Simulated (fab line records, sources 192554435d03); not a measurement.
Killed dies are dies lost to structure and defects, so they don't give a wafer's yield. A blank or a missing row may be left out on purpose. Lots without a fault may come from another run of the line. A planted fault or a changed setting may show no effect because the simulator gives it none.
Which tool did it? | flow n5_finfet | 11 lots, 30 wafers sampled, at 6 steps of a route of 1938

WHAT THE GAUGES READ, wafer by wafer
N5_BEOL_M4_RC_MEAS_101.
lot  | measured     | on        | DIBL_N (mV/V)  | DIBL_P (mV/V)  | IOFF_N (nA/um) | IOFF_P (nA/um) | ION_N (uA/um) | ION_P (uA/um) | SS_N (mV/dec)  | SS_P (mV/dec)  | VT_N (mV)   | VT_P (mV)
L981 | day 8 01:23  | prober-02 | 35.0 31.5 34.7 | 35.2 31.6 35.5 | 0.15 0.10 0.14 | 0.16 0.12 0.16 | 683 661 668   | 458 449 456   | 72.3 70.8 71.4 | 72.4 71.6 72.9 | 252 259 252 | -255 -261 -256
L983 | day 8 21:08  | prober-02 | 34.4 36.4      | 32.6 34.7      | 0.13 0.14      | 0.18 0.20      | 668 657       | 460 455       | 70.8 71.3      | 73.0 73.0      | 253 256     | -249 -248
L988 | day 9 19:20  | prober-01 | 37.1 36.2 37.3 | 38.2 34.7 37.0 | 0.20 0.17 0.20 | 0.28 0.22 0.26 | 693 663 689   | 476 459 477   | 72.1 71.8 71.9 | 73.3 72.7 73.1 | 245 248 245 | -243 -247 -246
L989 | day 10 02:26 | prober-01 | 35.5 37.1 35.8 | 34.6 36.2 35.0 | 0.14 0.19 0.17 | 0.20 0.24 0.23 | 671 695 701   | 466 478 485   | 71.4 71.9 71.5 | 72.5 72.7 73.0 | 248 241 244 | -247 -245 -247
L990 | day 10 05:46 | prober-01 | 36.5 36.0 36.5 | 35.0 36.1 35.3 | 0.15 0.15 0.16 | 0.19 0.20 0.19 | 648 683 658   | 445 468 447   | 72.1 71.6 71.5 | 73.2 72.8 73.2 | 252 249 249 | -253 -253 -251
L992 | day 10 15:28 | prober-01 | 37.1 40.2 37.7 | 36.9 39.4 37.0 | 0.19 0.22 0.19 | 0.23 0.28 0.22 | 683 673 681   | 465 464 464   | 71.3 71.7 71.9 | 74.6 74.8 74.1 | 246 246 247 | -250 -246 -247
L994 | day 11 17:19 | prober-02 | 32.8 37.4      | 33.5 37.4      | 0.12 0.19      | 0.15 0.21      | 679 688       | 457 459       | 70.1 71.7      | 71.7 73.4      | 250 244     | -257 -252
L996 | day 11 23:18 | prober-02 | 37.0 29.9 36.2 | 35.8 26.3 34.4 | 0.16 0.08 0.14 | 0.21 0.11 0.19 | 688 658 670   | 469 453 457   | 72.1 68.8 71.8 | 74.6 71.2 73.5 | 249 255 251 | -250 -257 -250
L997 | day 12 02:20 | prober-02 | 35.5 37.0      | 37.5 38.7      | 0.16 0.18      | 0.23 0.23      | 687 684       | 473 469       | 71.1 71.7      | 72.7 73.9      | 245 246     | -248 -248
L999 | day 12 12:13 | prober-02 | 34.6 33.1 36.2 | 35.0 32.2 36.5 | 0.15 0.11 0.16 | 0.19 0.15 0.21 | 677 664 672   | 467 461 468   | 71.4 70.9 71.1 | 73.3 72.4 73.8 | 249 254 249 | -251 -255 -249
L102 | day 13 07:47 | prober-02 | 38.9 36.5 37.4 | 38.7 34.8 36.9 | 0.20 0.15 0.17 | 0.23 0.17 0.20 | 689 670 668   | 460 447 459   | 71.7 71.3 72.0 | 74.6 73.3 73.7 | 243 250 247 | -252 -254 -252

N5_BEOL_M6_OCD_MEAS_38.
lot  | measured     | on     | trench_depth_nm (nm)
L981 | day 8 18:00  | ocd-01 | 95.3 89.7 95.9
L983 | day 9 15:22  | ocd-02 | 96.0 95.6
L988 | day 10 19:01 | ocd-01 | - - -
L989 | day 10 21:07 | ocd-01 | - - -
L990 | day 11 01:49 | ocd-01 | - - -
L992 | day 11 08:29 | ocd-02 | 95.5 93.8 93.4
L994 | day 12 11:14 | ocd-02 | 96.4 97.7
L996 | day 12 16:17 | ocd-01 | 91.7 94.5 96.1
L997 | day 12 17:43 | ocd-01 | 92.8 94.0
L999 | day 13 05:11 | ocd-01 | 93.1 96.0 96.8
L102 | day 14 01:02 | ocd-02 | 93.3 92.4 93.5

WHICH TOOL RAN EACH LOT (tool, then ch and the chambers of the sampled wafers, then the start)
lot  | N5_BEOL_M5_ANNEAL_82         | N5_BEOL_M5_SPUTTER_88        | N5_BEOL_M6_ILD_DEP_00           | N5_BEOL_M6_HM_DEP_02
L981 | pvd_sputter-03, day 8 09:01  | pvd_sputter-03, day 8 11:07  | pecvd-01 ch 0,1,2, day 8 13:20  | pvd_sputter-01, day 8 15:32
L983 | pvd_sputter-02, day 9 06:29  | pvd_sputter-02, day 9 08:35  | pecvd-01 ch 1, day 9 10:49      | pvd_sputter-02, day 9 13:20
L988 | pvd_sputter-02, day 10 03:38 | pvd_sputter-02, day 10 05:44 | pecvd-04 ch 0,1,2, day 10 12:16 | pvd_sputter-03, day 10 15:02
L989 | pvd_sputter-03, day 10 11:40 | pvd_sputter-03, day 10 13:46 | pecvd-01 ch 0,2, day 10 15:58   | pvd_sputter-03, day 10 18:02
L990 | pvd_sputter-02, day 10 15:28 | pvd_sputter-02, day 10 17:33 | pecvd-01 ch 0,2, day 10 20:00   | pvd_sputter-01, day 10 21:37
L992 | pvd_sputter-01, day 10 23:44 | pvd_sputter-01, day 11 01:49 | pecvd-01 ch 0,2, day 11 04:02   | pvd_sputter-02, day 11 05:36
L994 | pvd_sputter-03, day 12 01:55 | pvd_sputter-03, day 12 04:01 | pecvd-02 ch 0,2, day 12 06:19   | pvd_sputter-02, day 12 08:05
L996 | pvd_sputter-03, day 12 07:32 | pvd_sputter-03, day 12 09:38 | pecvd-04 ch 0,2, day 12 11:50   | pvd_sputter-02, day 12 13:19
L997 | pvd_sputter-02, day 12 09:58 | pvd_sputter-02, day 12 12:04 | pecvd-04 ch 0,1, day 12 14:16   | pvd_sputter-01, day 12 15:40
L999 | pvd_sputter-03, day 12 19:46 | pvd_sputter-03, day 12 21:51 | pecvd-01 ch 0,2, day 13 00:07   | pvd_sputter-03, day 13 02:31
L102 | pvd_sputter-03, day 13 15:59 | pvd_sputter-03, day 13 18:05 | pecvd-01 ch 0,1,2, day 13 20:31 | pvd_sputter-01, day 13 21:58
- N5_BEOL_M5_ANNEAL_82: time 1800 s.
- N5_BEOL_M5_SPUTTER_88: material Cu, target thk 15 nm, time 27.62 s.
- N5_BEOL_M6_ILD_DEP_00: deposits SiCOH lowk from DEMS/porogen, target thk 179.75 nm, time 33.4 s.
- N5_BEOL_M6_HM_DEP_02: deposits TiN, target thk 20 nm.

WHAT THE TOOLS THEMSELVES READ (means of the sampled wafers that have a number; where no wafer has one, the mark that the record gives instead)
N5_BEOL_M5_ANNEAL_82.
lot  | tool           | heater_power_w (W)
L981 | pvd_sputter-03 | 887
L983 | pvd_sputter-02 | 844
L988 | pvd_sputter-02 | 811
L989 | pvd_sputter-03 | 889
L990 | pvd_sputter-02 | 817
L992 | pvd_sputter-01 | 913
L994 | pvd_sputter-03 | 879
L996 | pvd_sputter-03 | 948
L997 | pvd_sputter-02 | 766
L999 | pvd_sputter-03 | 928
L102 | pvd_sputter-03 | 881

N5_BEOL_M5_SPUTTER_88.
lot  | tool           | throttle_valve_pct (%)
L981 | pvd_sputter-03 | 30.3
L983 | pvd_sputter-02 | 29.4
L988 | pvd_sputter-02 | 29.4
L989 | pvd_sputter-03 | 29.8
L990 | pvd_sputter-02 | 28.9
L992 | pvd_sputter-01 | 30.4
L994 | pvd_sputter-03 | 28.7
L996 | pvd_sputter-03 | 30.4
L997 | pvd_sputter-02 | 29.9
L999 | pvd_sputter-03 | 29.7
L102 | pvd_sputter-03 | 29.0

N5_BEOL_M6_ILD_DEP_00.
lot  | tool     | chamber_pressure_Torr (Torr) | heater_power_outer_w (W) | heater_power_w (W) | showerhead_plenum_p_Torr (Torr) | showerhead_vpp_V (V) | throttle_valve_pct (%)
L981 | pecvd-01 | 4.994                        | 124                      | 303                | 5.741                           | 1265                 | 14.2
L983 | pecvd-01 | 4.990                        | 146                      | 358                | 5.753                           | 1298                 | 14.7
L988 | pecvd-04 | -                            | -                        | -                  | -                               | -                    | -
L989 | pecvd-01 | -                            | -                        | -                  | -                               | -                    | -
L990 | pecvd-01 | -                            | -                        | -                  | -                               | -                    | -
L992 | pecvd-01 | 4.996                        | 108                      | 275                | 5.752                           | 1267                 | 14.5
L994 | pecvd-02 | 4.998                        | 164                      | 343                | 5.738                           | 1430                 | 13.5
L996 | pecvd-04 | 5.011                        | 128                      | 287                | 5.727                           | 1473                 | 14.5
L997 | pecvd-04 | 5.004                        | 142                      | 302                | 5.738                           | 1437                 | 14.2
L999 | pecvd-01 | 5.002                        | 89                       | 247                | 5.740                           | 1237                 | 14.1
L102 | pecvd-01 | 4.994                        | 121                      | 297                | 5.743                           | 1261                 | 14.3

N5_BEOL_M6_HM_DEP_02.
lot  | tool           | chamber_pressure_pa (Pa) | substrate_temp_c (C) | throttle_valve_pct (%)
L981 | pvd_sputter-01 | 0.4996                   | 25.07                | 29.0
L983 | pvd_sputter-02 | 0.5016                   | 24.98                | 30.1
L988 | pvd_sputter-03 | 0.5006                   | 25.01                | 29.9
L989 | pvd_sputter-03 | 0.4998                   | 25.08                | 30.0
L990 | pvd_sputter-01 | 0.5012                   | 25.08                | 29.8
L992 | pvd_sputter-02 | 0.4996                   | 25.09                | 30.3
L994 | pvd_sputter-02 | 0.5010                   | 24.99                | 30.1
L996 | pvd_sputter-02 | 0.5007                   | 25.00                | 29.6
L997 | pvd_sputter-01 | 0.4992                   | 24.99                | 30.4
L999 | pvd_sputter-03 | 0.4987                   | 24.92                | 29.3
L102 | pvd_sputter-01 | 0.5004                   | 24.92                | 30.4

THE ANSWER, worked out from the rows above alone
Rule: what is usual is taken from the lots themselves. Put in order of their means at a reading, lots are off if they are a third of the lots or fewer, leave a main group of 4 or more, and stand apart from it by a gap of 3 or more times the standard deviation of the main group's means; of several such gaps the widest counts. A main group whose means are all the same, to the digits that the tables above print for the reading, isn't used. A lot without any number at a reading at which 4 lots or more have one is off too. The other lots that the step has rows for count as sound. The gauges are gone through in route order, then the tools' own readings, and for those a lot's mean is taken as printed above. The first step at which some lot is off is used, and at that step the reading that is off furthest; a lot without a number counts as furthest.
Off: L988, L989, L990, at N5_BEOL_M6_OCD_MEAS_38 (trench_depth_nm). Without a number there: L988, L989, L990. The main group: mean 94.6 nm, standard deviation 1.3.
A tool fits if, at a process step before that reading, it ran every lot that is off, and no sound lot after the first of them. The gauges at N5_BEOL_M6_OCD_MEAS_38 aren't tried: what is off there is off at N5_BEOL_M6_ILD_DEP_00 too, on other tools, and a gauge's error can't cause that. None of those tried fits.

WHAT THE SIMULATOR HAD PUT IN
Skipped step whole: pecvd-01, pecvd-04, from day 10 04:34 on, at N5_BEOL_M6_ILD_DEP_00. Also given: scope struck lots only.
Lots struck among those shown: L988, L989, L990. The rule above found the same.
